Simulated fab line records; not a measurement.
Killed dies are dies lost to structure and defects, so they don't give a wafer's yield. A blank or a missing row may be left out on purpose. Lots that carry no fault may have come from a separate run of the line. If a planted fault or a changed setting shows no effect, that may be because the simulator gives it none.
Problem report, 8D (eight disciplines) form, completed by code    flow nand harc    the parts of the form that need people (team, actions taken, sign-off) are left out

1. WHAT IS WRONG
Mean of killed at array at NHARC_END_SORT_01: 547 across 3 wafers in 3 lots; on wafers with no fault it is 51 (standard deviation 17). Measured from the usual mean, that is +29 standard deviations.
Seen first at day 30 22:30 on prober-02, wafer L183.5. The record holds 9 wafers of 3 lots with a number at this step. Rule for "out", or "out of limits": more than 4 standard deviations from the usual mean. All remaining wafers that have a number are taken as sound.

2. WHAT IT IS; WHAT IT IS NOT
question                     is                            is not
which readings at this step  killed at array, killed dies  killed at other, killed at periphery
which lots                   L182, L183, L185              -
which wafers of those lots   L182.5, L183.5, L185.5        L182.4, L182.6, L183.2, L183.4, L185.3, L185.6
read on which gauges         prober-01, prober-02          -
when                         from day 30 22:30             up to then (2 sound wafers); but 4 sound wafers of L182, L185 came after

3. SUSPECTS, AND WHAT RULES EACH OUT
Counting: a tool at a process step up to the reading stays a suspect if it ran every lot that is out. Sound lots after the first of them don't rule it out here, since some wafers of a struck lot are sound.
- the gauge at NHARC_END_SORT_01 is ruled out. Those wafers that are out were read across 2 gauges (prober-01, prober-02).
- acl dep-02 at NHARC_A_CONTACT_DEP_84 (deposits aC, target thk 2800 nm): kept. It ran every lot that is out, first L183 (day 28 14:59).
- rie diel-10 at NHARC_A_CONTACT_ETCH_88 (etches the open film in CF4, target depth 39 nm, time 65 s): kept. It ran every lot that is out, first L183 (day 28 17:19). Its own readings are out on those wafers: run length s.
After counting, acl dep-02 at NHARC_A_CONTACT_DEP_84 and rie diel-10 at NHARC_A_CONTACT_ETCH_88 remain.

4. THE CAUSE (what the simulator had put in)
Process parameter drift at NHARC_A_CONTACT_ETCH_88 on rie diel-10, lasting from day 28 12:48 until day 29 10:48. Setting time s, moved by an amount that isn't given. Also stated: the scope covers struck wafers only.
After counting, 2 suspects remain, this tool included.

5. THE CHAIN OF EFFECTS, in route order
Each row: a reading whose mean over the struck wafers that have a number lies more than 3 standard deviations from the usual. Only readings whose record carries a usual standard deviation are examined. hours: median over the lots of the time between each lot's start at the first step of this table that gives one and its start at this step. sigmas: the change, counted in usual standard deviations.
hours  step                     reading          usual   on struck wafers  change  sigmas
0      NHARC_A_CONTACT_ETCH_88  run length s     86.3 s  67.0              -19.3   -35
53     NHARC_END_SORT_01        killed at array  51      547               +496    +29
53     NHARC_END_SORT_01        killed dies      57      550               +493    +27
Its process steps:
- NHARC_A_CONTACT_ETCH_88: etches the open film in CF4, target depth 39 nm, time 65 s.

6. HOW IT WOULD HAVE BEEN CAUGHT EARLIER
The first out-of-limits reading at a measuring or inspecting step in this record came at day 30 22:30, 58 hours after the fault's start at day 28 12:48.
Tool's own readings at NHARC_A_CONTACT_ETCH_88, run length s: out on all struck wafers the step has rows for; an alarm limit on them would have tripped on the first.
By day 30 22:30 the whole set of lots that are out, 3 in number, had already begun NHARC_A_CONTACT_ETCH_88 on rie diel-10. None of them would have been spared by holding the tool at that moment.
